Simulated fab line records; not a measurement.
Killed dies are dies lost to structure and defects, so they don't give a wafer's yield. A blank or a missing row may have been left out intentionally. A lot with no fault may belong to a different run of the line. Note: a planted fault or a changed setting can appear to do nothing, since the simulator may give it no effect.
The tool behind it: which one?	flow n5_finfet	Sampling: 14 lots, 42 wafers, 3 of 1938 route steps

== WHAT THE GAUGES SHOWED, per wafer ==
N5_BEOL_M11_CD_MEAS_18: pitch 140 nm, target cd 70 nm. Usual: cd_nm reads 69.7 nm (standard deviation 0.53).
lot	measured	on	cd_nm (nm)	flag
L104	day 11 07:05	cd_sem-01	71.0 70.1 70.0	
L108	day 11 17:22	cd_sem-01	69.8 68.7 68.9	
L109	day 12 07:55	cd_sem-01	69.7 68.7 70.0	
L110	day 12 16:43	cd_sem-03	70.8 69.4 70.0	
L112	day 13 00:58	cd_sem-03	70.2 69.2 69.0	
L117	day 13 22:04	cd_sem-01	69.5 68.8 68.7	
L119	day 14 04:15	cd_sem-03	69.6 69.9 69.2	
L118	day 14 13:24	cd_sem-03	70.0 69.9 69.6	
L120	day 14 21:19	cd_sem-01	69.7 69.2 69.6	
L121	day 15 14:38	cd_sem-02	68.9 69.4 69.1	
L123	day 15 21:49	cd_sem-02	68.8 70.0 69.8	
L124	day 16 15:37	cd_sem-01	70.0 69.4 70.0	
L122	day 16 15:41	cd_sem-01	69.5 69.2 70.2	
L125	day 16 19:58	cd_sem-03	69.3 69.7 69.6	

== WHAT TOOL EACH LOT RAN ON (gives the tool, then ch and the chambers of the sampled wafers, and finally the start) ==
lot	N5_BEOL_M11_CURE_71	N5_BEOL_M11_STRIP_67
L104	uv_cure-02 ch 1, day 11 03:35	rie_diel-03 ch 1,3, day 11 06:52
L108	uv_cure-03 ch 2, day 11 15:22	rie_diel-02 ch 1,2,3, day 11 17:07
L109	uv_cure-01 ch 0, day 12 04:05	rie_diel-03 ch 0,3, day 12 07:42
L110	uv_cure-02 ch 2, day 12 14:04	rie_diel-04 ch 2,3, day 12 16:24
L112	uv_cure-01 ch 0, day 12 21:35	rie_diel-04 ch 1,3, day 13 00:43
L117	uv_cure-02 ch 0, day 13 18:55	rie_diel-03 ch 0,1,2, day 13 21:49
L119	uv_cure-01 ch 0, day 14 00:34	rie_diel-02 ch 0,1,2, day 14 03:55
L118	uv_cure-01 ch 2, day 14 10:17	rie_diel-02 ch 0,1,3, day 14 13:11
L120	uv_cure-02 ch 1, day 14 18:40	rie_diel-04 ch 0,2,3, day 14 21:05
L121	uv_cure-03 ch 0, day 15 13:02	rie_diel-03 ch 0,1,2, day 15 14:20
L123	uv_cure-02 ch 1, day 15 20:21	rie_diel-04 ch 0,1,2, day 15 21:35
L124	uv_cure-01 ch 2, day 16 12:40	rie_diel-03 ch 1,2,3, day 16 15:15
L122	uv_cure-03 ch 0, day 16 12:54	rie_diel-04 ch 0,1,2, day 16 15:25
L125	uv_cure-03 ch 0, day 16 17:13	rie_diel-04 ch 1,2, day 16 19:43
- N5_BEOL_M11_CURE_71: cures SiCOH lowk, time 240 s.
- N5_BEOL_M11_STRIP_67: strips in CF4.

== WHAT THE TOOLS THEMSELVES READ (means of the sampled wafers that have a number; where no wafer has one, the mark that the record gives instead) ==
N5_BEOL_M11_CURE_71. Usual: lamp_power_pct 52.32 %, standard deviation 0.054; wafer_temp_C_max 386.7, standard deviation 0.63.
lot	tool	lamp_power_pct (%)	wafer_temp_C_max	flag
L104	uv_cure-02	52.30	386.4	
L108	uv_cure-03	52.38	387.8	
L109	uv_cure-01	52.35	387.2	
L110	uv_cure-02	52.32	387.0	
L112	uv_cure-01	52.29	386.8	
L117	uv_cure-02	52.33	386.8	
L119	uv_cure-01	52.26	386.5	
L118	uv_cure-01	52.36	386.2	
L120	uv_cure-02	52.37	386.6	
L121	uv_cure-03	52.33	386.0	
L123	uv_cure-02	52.38	386.2	
L124	uv_cure-01	52.32	386.2	
L122	uv_cure-03	52.35	386.5	
L125	uv_cure-03	52.40	386.6	

N5_BEOL_M11_STRIP_67. Usual: drypump_motor_current_A 5.8 A, standard deviation 0.47; oes_product_au 0.77 a.u., standard deviation 0.072; rf_vpp_V 271.6 V, standard deviation 1.6; showerhead_plenum_p_Torr 1.81 Torr, standard deviation 0.052; throttle_valve_pct 13.6 %, standard deviation 0.32.
lot	tool	drypump_motor_current_A (A)	oes_product_au (a.u.)	rf_vpp_V (V)	showerhead_plenum_p_Torr (Torr)	throttle_valve_pct (%)	flag
L104	rie_diel-03	5.9	0.78	270.4	1.77	13.6	
L108	rie_diel-02	6.2	0.85	272.7	1.84	13.3	
L109	rie_diel-03	5.7	0.81	273.1	1.85	13.4	
L110	rie_diel-04	5.7	0.78	272.4	1.84	13.7	
L112	rie_diel-04	6.1	0.78	271.5	1.84	13.3	
L117	rie_diel-03	5.6	0.75	270.6	1.76	13.8	
L119	rie_diel-02	5.7	0.77	271.5	1.79	13.5	
L118	rie_diel-02	5.7	0.76	271.2	1.81	13.6	
L120	rie_diel-04	5.7	0.77	272.0	1.81	13.7	
L121	rie_diel-03	5.6	0.73	270.3	1.76	13.8	
L123	rie_diel-04	5.9	0.70	272.3	1.82	13.8	
L124	rie_diel-03	5.5	0.76	270.9	1.79	13.7	
L122	rie_diel-04	5.9	0.70	272.3	1.82	13.8	
L125	rie_diel-04	6.1	0.70	273.0	1.84	13.7	

== THE ANSWER, worked out from the rows above alone ==
Rule: take the mean of a lot's wafers that have a number; if it is more than 3 standard deviations from the usual mean, the lot is off. A lot without any number at a reading at which 4 lots or more have one is off too. Any other lot the step has rows for is counted as sound. After the gauges, taken in route order, come the tools' own readings; for these a lot's mean is taken, as printed above. The first step at which some lot is off is used, and at that step the reading that is off furthest; a lot without a number counts as furthest.
Across all readings shown, no lot is off: no conclusion can be drawn from this.

== WHAT THE SIMULATOR PUT IN ==
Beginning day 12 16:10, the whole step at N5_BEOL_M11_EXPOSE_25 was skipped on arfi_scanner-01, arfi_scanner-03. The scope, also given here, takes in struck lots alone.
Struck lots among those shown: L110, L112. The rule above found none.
